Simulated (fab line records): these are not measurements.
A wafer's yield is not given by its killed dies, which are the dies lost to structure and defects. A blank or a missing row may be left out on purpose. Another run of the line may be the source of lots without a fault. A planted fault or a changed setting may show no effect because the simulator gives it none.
What tool caused it? | flow n5 finfet | Sampling: 10 lots, 28 wafers, 5 of 1938 route steps

== WHAT THE GAUGES SHOWED, per wafer ==
N5_SDB_THK_MEAS_31. Usual: for SDB_THK the level is 64.1 nm and the standard deviation is 1.3.
lot  | measured    | on            | SDB_THK (nm)   | flag
L285 | day 4 14:28 | film metro-02 | 64.6 65.7 65.6 |
L286 | day 4 21:58 | film metro-01 | 61.9 63.9 64.7 |
L289 | day 5 16:43 | film metro-02 | 66.0 64.5 66.5 |
L291 | day 6 04:37 | film metro-02 | 64.8 63.5 64.9 |
L293 | day 6 16:17 | film metro-02 | 64.6 62.5 62.8 |
L296 | day 7 09:13 | film metro-02 | 62.5 63.5 62.4 |
L300 | day 8 10:25 | film metro-01 | 66.2 64.6      |
L301 | day 8 18:05 | film metro-02 | 63.7 62.7      |
L304 | day 9 10:01 | film metro-01 | 63.9 64.0 66.1 |
L305 | day 9 21:22 | film metro-01 | 63.0 63.0 63.6 |

N5_BEOL_M4_RC_MEAS_101. Usual: DIBL_N 37.5 mV/V, standard deviation 2.5; DIBL_P 38 mV/V, standard deviation 3.1; IOFF_N 0.19 nA/um, standard deviation 0.059; IOFF_P 0.24 nA/um, standard deviation 0.061; ION_N 679 uA/um, standard deviation 16; ION_P 465 uA/um, standard deviation 9.8; SS_N 72.0 mV/dec, standard deviation 0.8; SS_P 73.7 mV/dec, standard deviation 0.86; VT_N 248 mV, standard deviation 4.5; VT_P -249 mV, standard deviation 3.5.
lot  | measured     | on        | DIBL_N (mV/V)  | DIBL_P (mV/V) | IOFF_N (nA/um) | IOFF_P (nA/um) | ION_N (uA/um) | ION_P (uA/um) | SS_N (mV/dec)  | SS_P (mV/dec)  | VT_N (mV)   | VT_P (mV)      | flag
L285 | day 8 20:26  | prober-01 | 35.7 33.3 37.1 | 36 34 38      | 0.15 0.11 0.18 | 0.19 0.17 0.24 | 673 651 669   | 458 455 461   | 71.9 70.6 71.6 | 72.4 71.8 73.8 | 253 255 248 | -250 -253 -249 |
L286 | day 8 20:35  | prober-02 | 37.5 41.0 37.7 | 38 43 38      | 0.19 0.31 0.18 | 0.24 0.37 0.25 | 679 711 683   | 463 480 469   | 71.3 72.8 72.1 | 73.4 75.0 73.4 | 249 238 248 | -248 -242 -247 |
L289 | day 10 05:40 | prober-02 | 35.9 37.2 33.6 | 37 37 34      | 0.16 0.19 0.11 | 0.20 0.20 0.17 | 667 680 659   | 459 461 451   | 72.3 72.0 70.9 | 73.8 73.0 73.0 | 251 249 255 | -252 -251 -254 |
L291 | day 10 09:25 | prober-01 | 41.4 37.6 38.9 | 40 35 38      | 0.27 0.15 0.19 | 0.33 0.21 0.28 | 702 671 679   | 477 458 468   | 72.5 71.6 72.4 | 74.7 73.5 73.4 | 244 255 246 | -244 -247 -244 |
L293 | day 11 12:04 | prober-02 | 39.0 36.6 42.2 | 40 38 45      | 0.23 0.17 0.37 | 0.28 0.24 0.43 | 694 672 714   | 469 463 484   | 71.8 71.9 72.8 | 73.5 73.4 74.8 | 244 249 238 | -247 -248 -242 |
L296 | day 11 19:13 | prober-02 | 35.8 36.5 38.3 | 36 37 38      | 0.13 0.14 0.19 | 0.21 0.21 0.27 | 659 658 682   | 465 455 471   | 71.9 71.5 72.0 | 73.3 73.3 74.3 | 256 252 248 | -249 -250 -248 |
L300 | day 12 20:11 | prober-02 | 34.5 39.9      | 35 40         | 0.14 0.24      | 0.21 0.28      | 668 696       | 462 475       | 70.9 71.8      | 73.5 74.1      | 249 244     | -249 -246      |
L301 | day 13 00:09 | prober-02 | 37.6 37.4      | 37 36         | 0.19 0.20      | 0.24 0.24      | 683 685       | 463 466       | 72.1 72.0      | 73.9 73.8      | 249 244     | -249 -250      |
L304 | day 14 00:07 | prober-02 | 37.5 34.7 37.5 | 39 35 40      | 0.18 0.13 0.19 | 0.22 0.17 0.26 | 679 673 677   | 466 459 463   | 72.5 71.5 72.1 | 73.7 73.4 74.5 | 251 254 248 | -252 -252 -249 |
L305 | day 14 05:08 | prober-02 | 36.5 36.5 36.0 | 37 39 37      | 0.18 0.19 0.15 | 0.22 0.27 0.20 | 681 690 677   | 462 476 461   | 72.6 72.7 72.3 | 73.0 74.0 73.7 | 250 247 253 | -249 -247 -253 |

== TOOL THAT RAN EACH LOT (tool first, then ch and the chambers of the sampled wafers, then the start) ==
lot  | N5_SDB_HM_DEP_00               | N5_SDB_ALD_29                    | N5_DUMMY_REMOVAL_HM_STRIP_01
L285 | pecvd-04 ch 0,1,2, day 4 10:01 | ald sin-03 ch 0,1, day 4 11:26   | rie diel-02 ch 1,2,3, day 4 14:31
L286 | pecvd-02 ch 1,2, day 4 17:37   | ald sin-04 ch 0,1,2, day 4 18:57 | rie diel-02 ch 1,3, day 4 22:02
L289 | pecvd-03 ch 0,1, day 5 12:22   | ald sin-04 ch 0,2, day 5 13:42   | rie diel-02 ch 1,3, day 5 16:47
L291 | pecvd-04 ch 0,1, day 5 22:56   | ald sin-04 ch 0,1,3, day 6 01:35 | rie diel-04 ch 0,1,3, day 6 04:41
L293 | pecvd-02 ch 0,1,2, day 6 11:37 | ald sin-04 ch 0,1,2, day 6 13:16 | rie diel-04 ch 0,2,3, day 6 16:23
L296 | pecvd-02 ch 0,1,2, day 7 04:46 | ald sin-03 ch 1,2,3, day 7 06:10 | rie diel-04 ch 0,3, day 7 09:16
L300 | pecvd-04 ch 1,2, day 8 05:46   | ald sin-03 ch 0,2, day 8 07:23   | rie diel-02 ch 0,1, day 8 10:29
L301 | pecvd-02 ch 1,2, day 8 13:50   | ald sin-03 ch 1,3, day 8 15:03   | rie diel-06 ch 0,2, day 8 18:08
L304 | pecvd-03 ch 0,1,2, day 9 05:46 | ald sin-03 ch 0,1,3, day 9 06:59 | rie diel-04 ch 0,1,2, day 9 10:04
L305 | pecvd-02 ch 0,1,2, day 9 17:01 | ald sin-04 ch 0,3, day 9 18:21   | rie diel-06 ch 1,2,3, day 9 21:26
- N5_SDB_HM_DEP_00: deposits SiNx from SiH4/NH3/N2, target thk 40 nm, time 35.3 s.
- N5_SDB_ALD_29: deposits SiNx, target thk 30 nm, pulse time 1 s, ald cycles 600.
- N5_DUMMY_REMOVAL_HM_STRIP_01: strips SiNx in CH3F/O2, stops on poly-Si, target depth 4 nm, time 6.8 s.

== AS READ BY THE TOOLS THEMSELVES (means over the sampled wafers that have a number; for cases with no such wafer, the mark the record gives instead) ==
N5_SDB_HM_DEP_00. Usual: heater power w 770 W, standard deviation 130; showerhead plenum p Torr 5.12 Torr, standard deviation 0.047; throttle valve pct 40.9 %, standard deviation 1.7.
lot  | tool     | heater power w (W) | showerhead plenum p Torr (Torr) | throttle valve pct (%) | flag
L285 | pecvd-04 | 656                | 5.11                            | 41.8                   |
L286 | pecvd-02 | 770                | 5.10                            | 40.5                   |
L289 | pecvd-03 | 988                | 5.16                            | 41.0                   |
L291 | pecvd-04 | 652                | 5.08                            | 41.9                   |
L293 | pecvd-02 | 792                | 5.12                            | 40.5                   |
L296 | pecvd-02 | 749                | 5.11                            | 40.7                   |
L300 | pecvd-04 | 688                | 5.14                            | 41.1                   |
L301 | pecvd-02 | 714                | 5.11                            | 39.9                   |
L304 | pecvd-03 | 862                | 5.16                            | 40.6                   |
L305 | pecvd-02 | 784                | 5.11                            | 40.8                   |

N5_SDB_ALD_29. Usual: heater power w 851 W, standard deviation 100; precursor pulse height rel 1.000, standard deviation 0.019.
lot  | tool       | heater power w (W) | precursor pulse height rel | flag
L285 | ald sin-03 | 976                | 0.986                      |
L286 | ald sin-04 | 890                | 1.013                      |
L289 | ald sin-04 | 853                | 0.992                      |
L291 | ald sin-04 | 828                | 1.006                      |
L293 | ald sin-04 | 884                | 0.973                      |
L296 | ald sin-03 | 830                | 0.992                      |
L300 | ald sin-03 | 912                | 1.004                      |
L301 | ald sin-03 | 866                | 1.002                      |
L304 | ald sin-03 | 924                | 0.986                      |
L305 | ald sin-04 | 740                | 0.983                      |

N5_DUMMY_REMOVAL_HM_STRIP_01. Usual: drypump motor current A 5.5 A, standard deviation 0.4; oes product au 0.64 a.u., standard deviation 0.07; rf vpp V 127.4 V, standard deviation 1; showerhead plenum p Torr 2.01 Torr, standard deviation 0.06; throttle valve pct 16.38 %, standard deviation 0.2.
lot  | tool        | drypump motor current A (A) | oes product au (a.u.) | rf vpp V (V) | showerhead plenum p Torr (Torr) | throttle valve pct (%) | flag
L285 | rie diel-02 | 5.8                         | 0.63                  | 127.2        | 2.03                            | 16.37                  |
L286 | rie diel-02 | 5.9                         | 0.65                  | 127.1        | 2.03                            | 16.38                  |
L289 | rie diel-02 | 5.9                         | 0.64                  | 128.3        | 2.03                            | 16.39                  |
L291 | rie diel-04 | 5.4                         | 0.64                  | 127.5        | 2.01                            | 16.40                  |
L293 | rie diel-04 | 5.6                         | 0.64                  | 126.8        | 1.99                            | 16.30                  |
L296 | rie diel-04 | 5.5                         | 0.67                  | 127.9        | 2.01                            | 16.30                  |
L300 | rie diel-02 | 5.3                         | 0.57                  | 126.7        | 1.99                            | 16.60                  |
L301 | rie diel-06 | 5.8                         | 0.60                  | 125.7        | 2.04                            | 16.34                  |
L304 | rie diel-04 | 5.4                         | 0.61                  | 126.7        | 1.95                            | 16.38                  |
L305 | rie diel-06 | 5.6                         | 0.66                  | 127.6        | 2.02                            | 16.27                  |

== THE ANSWER, worked out from the rows above alone ==
Rule: lot off if the mean of its wafers having a number is beyond 3 standard deviations from the usual mean. Also off: a lot with no number at a reading for which 4 or more lots have one. The other lots that the step has rows for count as sound. Order of review: gauges by route order, followed by the tools' own readings, for which a lot's mean as printed above is used. At the first step where some lot is off, the reading lying furthest off is the one used; lots without a number count as furthest.
No lot is off on any of the readings shown, so nothing can be concluded from this.

== WHAT THE SIMULATOR PUT IN ==
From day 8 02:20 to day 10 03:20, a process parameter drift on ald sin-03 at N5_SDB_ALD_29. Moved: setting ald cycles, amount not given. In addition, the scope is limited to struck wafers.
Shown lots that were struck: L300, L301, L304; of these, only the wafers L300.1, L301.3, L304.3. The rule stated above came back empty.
